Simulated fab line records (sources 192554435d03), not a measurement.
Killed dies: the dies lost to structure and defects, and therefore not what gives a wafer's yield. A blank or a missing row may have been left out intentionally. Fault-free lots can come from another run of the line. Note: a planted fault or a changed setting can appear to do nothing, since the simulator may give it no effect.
Which tool did it? | flow n5 finfet | 27 wafers from 9 lots sampled at 3 of the route's 1938 steps

## WHAT THE GAUGES SHOWED, per wafer
N5_DUMMY_GATE_THK_MEAS_05.
lot  | measured    | on            | thk nm (nm)
L465 | day 2 19:17 | film metro-01 | 72.6 73.0 72.5
L466 | day 2 23:44 | film metro-02 | 72.1 71.2 71.8
L467 | day 3 06:10 | film metro-01 | 72.3 70.3 71.4
L469 | day 3 17:21 | film metro-01 | 72.1 70.3 72.3
L475 | day 5 09:18 | film metro-02 | 56.1 56.5 56.2
L477 | day 5 19:38 | film metro-01 | 55.3 54.3 56.4
L479 | day 6 04:36 | film metro-01 | 72.5 72.5 72.3
L486 | day 8 03:47 | film metro-01 | 72.5 73.2 72.5
L488 | day 8 11:50 | film metro-02 | 72.9 73.7 74.2

## WHAT TOOL EACH LOT RAN ON (gives the tool, then ch and the chambers of the sampled wafers, and finally the start)
lot  | N5_STI_FIN_REVEAL_ETCHBACK_08     | N5_DUMMY_GATE_CVD_03
L465 | rie diel-06 ch 2,3, day 2 11:19   | lpcvd-01 ch 1/50,1/54,1/59, day 2 15:18
L466 | rie diel-06 ch 1,2,3, day 2 16:25 | lpcvd-01 ch 1/45,1/50,1/59, day 2 19:44
L467 | rie diel-01 ch 0,2,3, day 2 22:16 | lpcvd-01 ch 0/65,0/70,0/79, day 3 02:11
L469 | rie diel-06 ch 2,3, day 3 10:08   | lpcvd-01 ch 0/70,0/75,0/89, day 3 13:22
L475 | rie diel-06 ch 1,3, day 4 22:49   | lpcvd-01 ch 0/45,0/54,0/64, day 5 03:29
L477 | rie diel-05 ch 0,1,2, day 5 12:22 | lpcvd-01 ch 1/104,1/114,1/90, day 5 15:38
L479 | rie diel-06 ch 0,1,2, day 5 21:22 | lpcvd-02 ch 1/65,1/75,1/79, day 6 00:37
L486 | rie diel-01 ch 0,1,3, day 7 18:21 | lpcvd-02 ch 0/70,0/79,0/84, day 7 23:47
L488 | rie diel-05 ch 0,1,3, day 8 04:25 | lpcvd-02 ch 1/70,1/75,1/84, day 8 07:52
- N5_STI_FIN_REVEAL_ETCHBACK_08: etches SiO2 in C4F6/O2, target depth 30.5 nm, time 10.167 s.
- N5_DUMMY_GATE_CVD_03: deposits a-Si from SiH4, target thk 150 nm, time 8042 s.

## THE ANSWER, worked out from the rows above alone
Rule: the usual values come from the lots themselves. Put in order of their means at a reading, lots are off if they are a third of the lots or fewer, leave a main group of 4 or more, and stand apart from it by a gap of 3 or more times the standard deviation of the main group's means; of several such gaps the widest counts. If all means in a main group match to the digits the tables above print for the reading, that group is not used. A lot without any number at a reading at which 4 lots or more have one is off too. Any other lot the step has rows for is counted as sound.
Off: L475, L477, at N5_DUMMY_GATE_THK_MEAS_05 (thk nm). The main group: mean 72.3 nm, standard deviation 0.75.
A tool fits if, at a process step before that reading, it ran every lot that is off, and no sound lot after the first of them. Those tools and the gauges at N5_DUMMY_GATE_THK_MEAS_05 are tried in the same way. One candidate fits, namely lpcvd-01 at N5_DUMMY_GATE_CVD_03. Its last sound lot is L469 (day 3 13:22), its first lot that is off L475 (day 5 03:29): a fault that began between those two fits.

## WHAT THE SIMULATOR HAD PUT IN
Site profile drift: lpcvd-01, from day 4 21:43 on, at N5_DUMMY_GATE_CVD_03. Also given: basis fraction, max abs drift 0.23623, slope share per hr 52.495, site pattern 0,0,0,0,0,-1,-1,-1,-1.
Lots struck among those shown: L475, L477. Same finding as the rule above.
